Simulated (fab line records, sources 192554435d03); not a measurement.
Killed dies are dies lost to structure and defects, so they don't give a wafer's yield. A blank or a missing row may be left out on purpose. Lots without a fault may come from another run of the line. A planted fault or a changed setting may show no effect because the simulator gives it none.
fab line records | flow n5_finfet
record lots=4 wafers=12 last_day=16
route steps=1938 shown FIN_SAQP@104 FIN_CUT@165 PASSIVATION@1936
lots that met no fault: from a run of the same line without faults
start_h: hours from the record's first day to the start of the lot's first wafer shown | wait_h: hours since the lot's step before | " the same as in the row above | L1.1+2: a row that stands for several wafers | - no value, or no start given | * or withheld: withheld | < > ~ a bound
route shown NAME@n: a module of which the file shows steps, and the number in the route of the first | usual: mean/standard deviation of fault-free wafers | same: alike in all rows | chamber/n: place in a boat | sites: the reading at each site | _std_site: their standard deviation | _edge_site: outer sites' mean less inner sites' | radius_mm: how far each site lies from the wafer's centre | mask NAME#n: copy n | behind: the tool/chamber that last shaped the wafer | hold: why the lot was held/for how many hours/how that ended | device: the transistor (n, p or np) that didn't switch | end of line: the same wafers' tests at the end of the route | a step without rows: its recipe alone | killed: dies lost to structure and defects at the first sort, not the wafer's yield | map: a wafer's dies, x killed, . not, _ none there
set.NAME: the setting as run; set.NAME@STEP: as run at that earlier step | model.NAME: the simulator's own value behind a step, which no gauge read
lots at some steps of the route; a table a step, a row a wafer
services: from which hour (start_h, from the record's first day; less than 0 if before it) a tool's chamber was out of use, for how many hours, and why
## steps
# step N5_FIN_SAQP_COAT_50
# recipe resist=SiARC temp_c=220 time_s=60 spin_rpm=1500 resist_thk_nm=35
# step N5_FIN_SAQP_COAT_10
# recipe resist=CAR-ArF spin_rpm=1500 resist_thk_nm=90
# step N5_FIN_SAQP_EBR_12
# recipe solvent=PGMEA ebr_width_mm=1.5
# step N5_FIN_SAQP_SOFTBAKE_11
# recipe temp_c=110 time_s=60 resist=CAR-ArF
# step N5_FIN_SAQP_EXPOSE_13
# recipe mask_id=FIN_CORE na=1.35 source_shape=dipole sigma_inner=0.538 sigma_outer=0.738 polarization=te target_cd_nm=35.6 dose_mj=63.25
# step N5_FIN_SAQP_PEB_14
# recipe peb_temp_c=withheld peb_time_s=60 resist=CAR-ArF
# step N5_FIN_SAQP_DEVELOP_15
# recipe develop_time_s=30 developer=TMAH resist=CAR-ArF dev_temp_c=23 rinse_liquid=diw dry=air_spin
# step N5_FIN_SAQP_DESCUM_21
# recipe chemistry=O2 time_s=7.9 source_power_w=50 bias_power_w=20 pressure_mtorr=20 rf_frequency_hz=2.712e+07 temp_c=40 resist=CAR-ArF o2_flow_sccm=225
# step N5_FIN_SAQP_ETCH_51
# recipe chemistry=CF4 target=SiARC target_depth_a=455 mask_material=CAR-ArF time_s=75.8 ion_energy_ev=80 pressure_mtorr=40 source_w=545 bias_w=36 Ar_flow_sccm=100 cf4_flow_sccm=100 ends=cleared
# step N5_FIN_SAQP_ETCH_52
# recipe chemistry=N2/H2 target=SOC target_depth_a=1000 overetch_a=200 mask_material=SiARC temp_c=40 time_s=150 ion_energy_ev=200 pressure_mtorr=30 source_w=840 bias_w=150 n2_flow_sccm=200 h2_flow_sccm=200 ends=end_point
# usual bias_w=150.1/0.48 drypump_motor_current_A=5.9/0.35 n2_flow_sccm=200.0/0.6 oes_product_au=0.69/0.064 rf_vpp_V=525.0/1.8 showerhead_plenum_p_Torr=2.58/0.054 throttle_valve_pct=17.88/0.29
# columns lot.wafer tool chamber start_h wait_h bias_w drypump_motor_current_A n2_flow_sccm oes_product_au rf_hours_counter_h rf_vpp_V showerhead_plenum_p_Torr throttle_valve_pct
L579.1 rie_diel-02 0 102.38 0.0 149.3 5.9 200.2 0.69 133 524.9 2.57 18.07
L579.2 " 3 " " 149.4 5.6 198.1 0.66 186 527.0 2.62 17.68
L579.3 " 1 " " 150.4 6.3 199.7 0.82 7 524.3 2.60 17.78
L580.1 rie_diel-02 2 107.26 0.0 149.8 6.0 200.1 0.74 72 524.4 2.57 17.53
L580.3 " 1 " " 150.0 6.3 200.8 0.82 9 526.1 2.60 17.79
L580.5 " 3 " " 149.6 5.6 199.9 0.67 - 526.9 2.62 17.71
L581.1 rie_diel-02 0 112.10 0.0 150.6 5.9 199.6 0.69 136 524.6 2.56 18.10
L581.4 " 3 " " 150.9 5.6 200.9 0.66 190 525.8 2.62 17.71
L581.5 " 2 " " 150.1 6.0 199.9 0.72 - 522.6 2.57 17.52
L585.2 rie_diel-01 3 136.79 0.0 150.2 5.6 199.4 0.73 109 524.7 2.58 18.24
L585.5 " 2 " " 150.2 6.4 200.1 0.62 - 524.9 2.60 17.76
L585.6 " 0 " " 149.1 6.0 200.0 0.66 - 520.8 2.41 18.14
# step N5_FIN_SAQP_STRIP_53
# recipe chemistry=N2/H2 temp_c=40 n2_flow_sccm=200 h2_flow_sccm=200 rf_frequency_hz=6e+07
# step N5_FIN_SAQP_HM_OPEN_73
# recipe chemistry=CHF3/O2 target=SiO2 stop_on=a-Si target_depth_a=120 over_etch_frac=1.8 mask_material=SOC time_s=16.8 pressure_mtorr=30 source_w=650 bias_w=170 Ar_flow_sccm=200 CHF3_flow_sccm=50 O2_flow_sccm=5 ion_energy_ev=200 ends=end_point
# step N5_FIN_SAQP_STRIP_74
# recipe chemistry=CHF3/O2 resist=SiARC rf_frequency_hz=6e+07
# step N5_FIN_SAQP_MANDREL_ETCH_22
# recipe target_depth_a=600 chemistry=HBr/Cl2 target=a-Si stop_on=SiNx bt_time_s=10 over_etch_frac=0.5 time_s=30 pressure_mtorr=10 icp_w=800 bias_w=75 HBr_flow_sccm=150 Cl2_flow_sccm=80 ends=end_point
# step N5_FIN_SAQP_STRIP_55
# recipe chemistry=N2/H2 power_w=500 temp_c=40 pressure_mtorr=50 rf_frequency_hz=6e+07 overash_fraction=0.3 bias_power_w=28 h2_frac=0.5 n2_flow_sccm=300 h2_flow_sccm=300
# step N5_FIN_SAQP_STRIP_23
# recipe chemistry=SPM time_s=750 temp_c=130 h2so4_h2o2_vol_ratio=4
# step N5_FIN_SAQP_SRD_66
# recipe dry=ipa_marangoni time_s=30 temp_c=23 rinse_liquid=diw
# step N5_FIN_SAQP_RECESS_75
# recipe chemistry=HF/NH3 target=SiO2 target_depth_a=144 afs_cycles=3 temp_c=30 sublimation_temp_c=180 sublimation_time_s=60
# step N5_FIN_SAQP_SPACER1_ALD_24
# recipe material=SiO2 target_thk_a=203 temp_c=300 ald_precursor_family=BDEAS ald_co_reactant=O2-plasma pulse_time_s=1 purge_time_s=2 co_reactant_purge_time_s=2 ald_cycles=218 pressure_torr=2
# step N5_FIN_SAQP_SPACER1_ETCHBACK_25
# recipe chemistry=CHF3/O2 mode=anisotropic_etchback target=SiO2 target_depth_a=244 time_s=12.2 pressure_mtorr=30 source_w=650 bias_w=170 Ar_flow_sccm=200 CHF3_flow_sccm=50 O2_flow_sccm=5 ion_energy_ev=200
# step N5_FIN_SAQP_MANDREL1_REMOVE_56
# recipe chemistry=HBr/Cl2/O2 bt_time_s=10 target=a-Si stop_on=SiNx endpoint=OES-SiCl over_etch_frac=1 icp_w=600 bias_w=22 HBr_flow_sccm=150 Cl2_flow_sccm=80 O2_flow_sccm=5 pressure_mtorr=10
# step N5_FIN_SAQP_ETCH_57
# recipe chemistry=CH3F/O2 target=SiNx mask_material=SiO2 target_depth_a=325 time_s=46.4 pressure_mtorr=30 source_w=395 bias_w=73 Ar_flow_sccm=150 CH3F_flow_sccm=30 O2_flow_sccm=20 ion_energy_ev=120 ends=cleared
# step N5_FIN_SAQP_ETCH_65
# recipe chemistry=CF4 target=SiO2 target_depth_a=40 ion_energy_ev=350 time_s=4.4 pressure_mtorr=10 icp_w=800 bias_w=400 cf4_flow_sccm=80
# step N5_FIN_SAQP_MANDREL_ETCH_58
# recipe chemistry=HBr/Cl2 target=a-Si target_depth_a=450 bt_time_s=10 stop_on=SiNx mask_material=SiO2 over_etch_frac=0.8 time_s=27 pressure_mtorr=10 icp_w=800 bias_w=75 HBr_flow_sccm=150 Cl2_flow_sccm=80 ends=end_point
# step N5_FIN_SAQP_RECESS_63
# recipe chemistry=HF/NH3 target=SiO2 target_depth_a=180 afs_cycles=3 temp_c=30 sublimation_temp_c=180 sublimation_time_s=60
# step N5_FIN_SAQP_COAT_68
# recipe resist=SOC temp_c=250 time_s=60 spin_rpm=1500 resist_thk_nm=100
# step N5_FIN_SAQP_ETCH_69
# recipe chemistry=N2/H2 target=SOC target_depth_a=1500 stop_on=SiNx ion_energy_ev=100 bias_w=61 pressure_mtorr=30 source_w=850 n2_flow_sccm=200 h2_flow_sccm=200
# step N5_FIN_SAQP_ETCH_67
# recipe chemistry=CH3F/O2 target=SiNx target_depth_a=300 mask_material=SOC pressure_mtorr=30 source_w=395 bias_w=73 Ar_flow_sccm=150 CH3F_flow_sccm=30 O2_flow_sccm=20 ion_energy_ev=120
# step N5_FIN_SAQP_STRIP_70
# recipe chemistry=N2/H2 power_w=500 temp_c=40 pressure_mtorr=50 rf_frequency_hz=6e+07 overash_fraction=0.3 bias_power_w=28 h2_frac=0.5 n2_flow_sccm=300 h2_flow_sccm=300
# step N5_FIN_SAQP_RECESS_71
# recipe chemistry=HF/NH3 target=SiO2 target_depth_a=30 afs_cycles=1 temp_c=30 sublimation_temp_c=180 sublimation_time_s=60
# step N5_FIN_SAQP_SPACER2_ALD_28
# recipe material=SiO2 target_thk_a=81 temp_c=300 ald_precursor_family=BDEAS ald_co_reactant=O2-plasma pulse_time_s=1 purge_time_s=2 co_reactant_purge_time_s=2 pressure_torr=2
# step N5_FIN_SAQP_SPACER2_ETCHBACK_29
# recipe chemistry=CHF3/O2 mode=anisotropic_etchback target=SiO2 target_depth_a=122 time_s=6.1 pressure_mtorr=30 source_w=650 bias_w=170 Ar_flow_sccm=200 CHF3_flow_sccm=50 O2_flow_sccm=5 ion_energy_ev=200
# step N5_FIN_SAQP_MANDREL2_REMOVE_60
# recipe chemistry=HBr/Cl2/O2 bt_time_s=10 target=a-Si stop_on=SiNx endpoint=OES-SiCl over_etch_frac=1 icp_w=600 bias_w=22 HBr_flow_sccm=150 Cl2_flow_sccm=80 O2_flow_sccm=5 pressure_mtorr=10
# step N5_FIN_SAQP_HM_OPEN_33
# recipe chemistry=CH3F/O2 target=SiNx mask_material=SiO2 target_depth_a=494 time_s=70.6 pressure_mtorr=30 source_w=395 bias_w=73 Ar_flow_sccm=150 CH3F_flow_sccm=30 O2_flow_sccm=20 ion_energy_ev=120 ends=cleared
# step N5_FIN_SAQP_ETCH_34
# recipe chemistry=C4F6/O2 target=SiO2 target_depth_a=450 time_s=15 ion_energy_ev=250 pressure_mtorr=30 source_w=345 bias_w=185 Ar_flow_sccm=300 C4F6_flow_sccm=10 O2_flow_sccm=10 ends=cleared
# step N5_FIN_SAQP_STRIP_77
# recipe chemistry=N2/H2 time_s=90 power_w=100 temp_c=40 pressure_mtorr=100 rf_frequency_hz=6e+07 bias_power_w=3 n2_flow_sccm=300 h2_flow_sccm=300
# step N5_FIN_SAQP_INSPECT_40
# recipe inspect_instrument=brightfield mode=aei
# usual raw_defect_count=242/67
# columns lot.wafer tool chamber start_h wait_h raw_defect_count
L579.1 defect_inspect-02 - 107.22 0.0 243
L579.2 " - " " 294
L579.3 " - " " 373
L580.1 defect_inspect-02 - 111.69 0.0 1092
L580.3 " - " " 826
L580.5 " - " " 797
L581.1 defect_inspect-02 - 116.53 0.0 741
L581.4 " - " " 737
L581.5 " - " " 739
L585.2 defect_inspect-02 - 141.75 0.0 181
L585.5 " - " " 270
L585.6 " - " " 243
# step N5_FIN_CUT_INSPECT_10
# recipe mode=adi inspect_instrument=brightfield
# usual raw_defect_count=44/12
# columns lot.wafer tool chamber start_h wait_h raw_defect_count
L579.1 defect_inspect-02 - 107.61 0.1 48
L579.2 " - " " 63
L579.3 " - " " 54
L580.1 defect_inspect-02 - 112.09 0.1 672
L580.3 " - " " 595
L580.5 " - " " 562
L581.1 defect_inspect-02 - 116.96 0.1 592
L581.4 " - " " 514
L581.5 " - " " 546
L585.2 defect_inspect-01 - 142.26 0.0 37
L585.5 " - " " 43
L585.6 " - " " 38
# step N5_PASSIVATION_PROBE_49
# usual killed_at_M0_to_M3=33/9.1 killed_at_M4_up=14/5.6 killed_at_contacts=13/5.7 killed_at_front_end=42/12 killed_at_other=4/3 killed_dies=105/16 killed_on_rim=13/4 killed_open=69/11 killed_short=34/7.5
# same gross_dies=1180 killed_at_back_side=0
# columns lot.wafer tool chamber start_h wait_h killed_at_M0_to_M3 killed_at_M4_up killed_at_contacts killed_at_front_end killed_at_other killed_dies killed_on_rim killed_open killed_short
L580.1 prober-01 - 344.70 0.0 26 5 16 174 8 229 10 73 27
L580.3 prober-01 - 344.80 0.1 34 15 21 168 2 240 26 79 36
L580.5 prober-01 - 344.90 0.2 28 16 14 118 1 177 31 60 32
L581.1 prober-02 - 345.99 0.0 32 20 16 133 4 205 26 85 41
L581.4 prober-02 - 346.14 0.2 34 21 10 136 4 205 32 80 38
L581.5 prober-02 - 346.19 0.2 24 15 10 163 3 215 10 65 29
# killed by level:class
L580.1 FIN_SAQP:unspecified=128 FIN_SAQP:geometric_particle:open=17 MOL_CONTACT_COAG:geometric_particle:open=13 STI_FIN_REVEAL:geometric_particle:open=10 BEOL_M1:geometric_particle:open=7 FIN_SAQP:geometric_particle:short=6 BEOL_M2:geometric_particle:open=5 BEOL_M3:geometric_particle:open=5
L580.3 FIN_SAQP:unspecified=123 STI_FIN_REVEAL:geometric_particle:open=25 MOL_CONTACT_COAG:geometric_particle:open=15 BEOL_M3:geometric_particle:open=12 BEOL_M2:geometric_particle:open=8 MOL_CONTACT_COAG:geometric_particle:short=6 BEOL_M0_SAQP:geometric_particle:short=6 BEOL_M5:geometric_particle:short=5
L580.5 FIN_SAQP:unspecified=80 BEOL_M2:geometric_particle:open=10 STI_FIN_REVEAL:geometric_particle:open=9 MOL_CONTACT_COAG:geometric_particle:open=9 BEOL_M3:geometric_particle:open=8 BEOL_M4:geometric_particle:open=7 FIN_SAQP:geometric_particle:short=5 MOL_CONTACT_COAG:geometric_particle:short=5
L581.1 FIN_SAQP:unspecified=77 STI_FIN_REVEAL:geometric_particle:open=21 MOL_CONTACT_COAG:geometric_particle:open=10 FIN_SAQP:geometric_particle:open=9 BEOL_M0_SAQP:geometric_particle:open=9 BEOL_M4:geometric_particle:open=8 BEOL_M0_SAQP:geometric_particle:short=6 BEOL_M3:geometric_particle:open=6
L581.4 FIN_SAQP:unspecified=86 STI_FIN_REVEAL:geometric_particle:open=15 BEOL_M4:geometric_particle:open=11 BEOL_M0_SAQP:geometric_particle:short=8 STARTING-WAFER:geometric_particle:open=8 MOL_CONTACT_COAG:geometric_particle:open=7 FIN_SAQP:geometric_particle:short=6 BEOL_M0_SAQP:geometric_particle:open=6
L581.5 FIN_SAQP:unspecified=118 STI_FIN_REVEAL:geometric_particle:open=16 GATE_CUT:geometric_particle:short=9 FIN_SAQP:geometric_particle:open=7 MOL_CONTACT_COAG:geometric_particle:open=7 BEOL_M1:geometric_particle:open=7 BEOL_M0_SAQP:geometric_particle:open=6 BEOL_M4:geometric_particle:open=5
# map L580.3 (x killed, . not)
_________________.x...x......________________
______________....x....x........_____________
___________..............x.....xxxx__________
__________.......xx...x............x_________
________........x......x...........x.._______
_______..x...............x.............______
______.xxx..............x.............x._____
_____x.xxxx..x.....xx....................____
____..xxxxx.x.............x.....x.....x.x.___
___.xxxxxxxxxxxx...xx.x..........x...xx....__
___xxxxxxxxxxxx.........x...........x....x.__
__.xxxxxxxxxxxxx.....................xx.x..._
__xxxxxxxxxxxxx..xxxx.........x...x..x.x.x.._
_..xxxxxxxxxxxx.x......x............x........
_x.xxxxxxxxxxxxxxx................x.x........
_....xxxxxxxxxxxx........x..x................
_..x.xxx.xxx.xxxx.x........................x.
_.....x.xxxx.........x...............xx.x....
_..x.....x..xxx........x...x.........x....x..
_.........xx....x.xx.............x...........
_...........x.x.x........x...................
__....x....................................._
__.....x...................x............x..._
___..............x............x.x.........x__
___.............x..........................__
____x....x.....................x.x.....xx.___
_____..x..........x.....x..x.........x...____
______............x.......x..x....x....._____
_______...............x....x...........______
________..x..........x..xx...x.....x.._______
__________xx.....x.....x............_________
___________...x....................__________
______________.....x.......x...._____________
_________________..x.........________________
# map L581.5 (x killed, . not)
_________________........x..x________________
______________...........x....x._____________
___________...x.......x.....x......__________
__________...................x......_________
________.............................._______
_______x..x...x....x...................______
______.........x.x.x........x..x....x..._____
_____.............x..x....x...x...x.x....____
____x.............x..........x....x.......___
___................x.......................__
___...............x...........x............__
__......xx....x...x............x....x......._
__..x.x........x..............x.x..........._
_..x..x.xx......xx.................xx.......x
_.......x....x.xx.........x..x..x.........x..
_.......xxxxxxxxx.x..................x.......
_........xxxxxxxxxx...x...........x..........
_x..x.x.xxxxxxxxxxxxx......................x.
_...x.xx.xxxxxxxxxxx...x..............x......
_....xx..xxxxxxxxxx.x................x.......
_...x..x.xxxxxxxxxxxxxx......x.x..........x..
__...xx.x.xxxxxxxxxx............x......xx..._
__.......xxxxxxxxxxx........x.....xx........_
___..x.x..x.xx.x.xxx............x....x.....__
___.......xx.xxxxx.........................__
____x..x...x.x..........x.x...............___
_____.....x.x...........x.......x........____
______.................x........x......._____
_______.........x......................______
________.................x.....x.x...._______
__________....x....................._________
___________..............x.......x.__________
______________.................._____________
_________________............________________
## services
# columns tool chamber start_h hours kind
rie_diel-01 1 118.84 - clean
rie_diel-01 1 118.84 - consumable_replace:focus_ring
rie_diel-01 1 118.84 22.1 scheduled_down
rie_diel-01 1 118.84 22.1 vent_cycle
## key
first_sign step=N5_FIN_SAQP_INSPECT_40 reading=raw_defect_count direction=up sigmas=8.7 usual=242 struck=822
effect step=N5_FIN_CUT_INSPECT_10 reading=raw_defect_count direction=up sigmas=46 usual=44 struck=580
effect step=N5_PASSIVATION_PROBE_49 reading=killed_at_front_end direction=up sigmas=8.8 usual=42 struck=149
more_kills_born_at N5_FIN_SAQP_ETCH_52@rie_diel-02=612
met_at N5_FIN_SAQP_ETCH_52
struck_wafers L580.1,L580.3,L580.5,L581.1,L581.4,L581.5
tester_left_out L580,L581
onset_between 102.38 107.26
fault kind=chamber_particle_source tool=rie_diel-02 chamber=- onset_h=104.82 steps=N5_FIN_SAQP_ETCH_52 rate_per_visit_cm2=0.8165 end_h=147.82
# tester_left_out: of these lots the tester's yield and bins aren't shown, on N5 and GAA mostly nor the transistor test; their killed dies are dies lost to structure and defects alone, not to doping, threshold or leakage, so they don't give the yield
